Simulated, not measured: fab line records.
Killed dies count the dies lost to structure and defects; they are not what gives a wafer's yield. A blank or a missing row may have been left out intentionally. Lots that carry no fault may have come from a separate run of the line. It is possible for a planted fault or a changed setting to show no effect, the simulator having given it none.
Split-lot experiment / flow n5-finfet / 21 wafers read from 7 lots, route of 1938 steps

ON THE SPLIT
At N5_BEOL_M3_COAT_76 (time 60 s, resist thk 5 nm), the setting spin-rpm was moved away from the recipe's 1500 rpm on 8 of the 21 wafers read, by -8.4% to +7.1%. All remaining wafers had this setting at the recipe value.

FROM THE SPLIT TO THE READING: what the file shows between them, 3 steps
- N5_BEOL_M3_COAT_22: resist thk 30 nm
- N5_BEOL_M3_EBR_24
- N5_BEOL_M3_DESCUM_33: chemistry O2, time 7 s

THE READING
etch.depth-nm (the simulator's own value, which no gauge read), in nm, at N5_BEOL_M3_ETCH_77 (etches underlayer in N2/H2, target depth 6.5 nm, time 5.2 s). No usual value for it is given in the file. Here, 13 wafers ran the recipe; their average is 5.011 nm with a standard deviation of 0.016 nm.

wafer=L075.2; tool, chamber at the split=litho-track-02, 0; spin-rpm as run, rpm=1500; against the recipe=recipe; etch.depth-nm, nm=5.012; against lot-mates on the recipe=-
wafer=L075.4; tool, chamber at the split=litho-track-02, 0; spin-rpm as run, rpm=1555; against the recipe=+3.7%; etch.depth-nm, nm=4.918; against lot-mates on the recipe=-0.094
wafer=L075.5; tool, chamber at the split=litho-track-02, 0; spin-rpm as run, rpm=1555; against the recipe=+3.7%; etch.depth-nm, nm=4.918; against lot-mates on the recipe=-0.094
wafer=L077.1; tool, chamber at the split=litho-track-03, 0; spin-rpm as run, rpm=1606; against the recipe=+7.1%; etch.depth-nm, nm=4.869; against lot-mates on the recipe=-0.152
wafer=L077.2; tool, chamber at the split=litho-track-03, 0; spin-rpm as run, rpm=1500; against the recipe=recipe; etch.depth-nm, nm=5.024; against lot-mates on the recipe=-
wafer=L077.3; tool, chamber at the split=litho-track-03, 0; spin-rpm as run, rpm=1500; against the recipe=recipe; etch.depth-nm, nm=5.018; against lot-mates on the recipe=-
wafer=L080.1; tool, chamber at the split=litho-track-02, 0; spin-rpm as run, rpm=1500; against the recipe=recipe; etch.depth-nm, nm=5.006; against lot-mates on the recipe=-
wafer=L080.3; tool, chamber at the split=litho-track-02, 0; spin-rpm as run, rpm=1402; against the recipe=-6.5%; etch.depth-nm, nm=5.186; against lot-mates on the recipe=+0.176
wafer=L080.6; tool, chamber at the split=litho-track-02, 0; spin-rpm as run, rpm=1500; against the recipe=recipe; etch.depth-nm, nm=5.014; against lot-mates on the recipe=-
wafer=L083.2; tool, chamber at the split=litho-track-03, 0; spin-rpm as run, rpm=1500; against the recipe=recipe; etch.depth-nm, nm=5.029; against lot-mates on the recipe=-
wafer=L083.4; tool, chamber at the split=litho-track-03, 0; spin-rpm as run, rpm=1500; against the recipe=recipe; etch.depth-nm, nm=5.035; against lot-mates on the recipe=-
wafer=L083.5; tool, chamber at the split=litho-track-03, 0; spin-rpm as run, rpm=1500; against the recipe=recipe; etch.depth-nm, nm=5.019; against lot-mates on the recipe=-
wafer=L085.3; tool, chamber at the split=litho-track-03, 0; spin-rpm as run, rpm=1544; against the recipe=+2.9%; etch.depth-nm, nm=4.939; against lot-mates on the recipe=-0.060
wafer=L085.5; tool, chamber at the split=litho-track-03, 0; spin-rpm as run, rpm=1500; against the recipe=recipe; etch.depth-nm, nm=4.999; against lot-mates on the recipe=-
wafer=L085.6; tool, chamber at the split=litho-track-03, 0; spin-rpm as run, rpm=1500; against the recipe=recipe; etch.depth-nm, nm=4.999; against lot-mates on the recipe=-
wafer=L090.2; tool, chamber at the split=litho-track-03, 0; spin-rpm as run, rpm=1500; against the recipe=recipe; etch.depth-nm, nm=5.001; against lot-mates on the recipe=-
wafer=L090.5; tool, chamber at the split=litho-track-03, 0; spin-rpm as run, rpm=1500; against the recipe=recipe; etch.depth-nm, nm=5.012; against lot-mates on the recipe=-
wafer=L090.6; tool, chamber at the split=litho-track-03, 0; spin-rpm as run, rpm=1374; against the recipe=-8.4%; etch.depth-nm, nm=5.255; against lot-mates on the recipe=+0.248
wafer=L091.2; tool, chamber at the split=litho-track-02, 0; spin-rpm as run, rpm=1428; against the recipe=-4.8%; etch.depth-nm, nm=5.112; against lot-mates on the recipe=+0.142
wafer=L091.3; tool, chamber at the split=litho-track-02, 0; spin-rpm as run, rpm=1500; against the recipe=recipe; etch.depth-nm, nm=4.97; against lot-mates on the recipe=-
wafer=L091.4; tool, chamber at the split=litho-track-02, 0; spin-rpm as run, rpm=1428; against the recipe=-4.8%; etch.depth-nm, nm=5.123; against lot-mates on the recipe=+0.153

FIT RESULTS
A straight line over all 21 wafers: etch.depth-nm changes by -0.0249 nm for each +1% of spin-rpm; r = -0.98; the points scatter about the line by 0.018 nm.
The same after taking each lot's own level away (the mean of its wafers on the recipe; 21 wafers): -0.0268 nm for each +1%; r = -0.99; scatter 0.012 nm.
According to that fit, moving spin-rpm by its largest amount changes the reading by 0.22 nm.
Measured against the standard deviation above, the lots' own levels, which go from 4.9700 to 5.0277 nm, span 3.6 times it.
The two slopes agree, so the slope changes little with the lot-to-lot level.
Check: for one of the wafers moved furthest among these (-8.4%), held out of the fit, the line's prediction against its lot-mates is +0.223 nm. Against them it came out at +0.248 nm.

THESE WAFERS: OTHER SPLITS
Other splits were also applied to these wafers ahead of the reading. Each is held against what the fit with the lots' levels taken away leaves over:
other split on the same wafers=N5_BEOL_M1_COAT_68 spin-rpm; wafers away from the commonest value=8; r with etch.depth-nm (lot level and that fit taken away)=-0.03
other split on the same wafers=N5_BEOL_M2_EXPOSE_25 dose-mj; wafers away from the commonest value=9; r with etch.depth-nm (lot level and that fit taken away)=-0.10
other split on the same wafers=N5_BEOL_M2_ETCH_70 time-s; wafers away from the commonest value=5; r with etch.depth-nm (lot level and that fit taken away)=+0.07

FILE'S OWN FIT
etch.depth-nm changes by -0.0266 nm for each +1% of spin-rpm, r = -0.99.
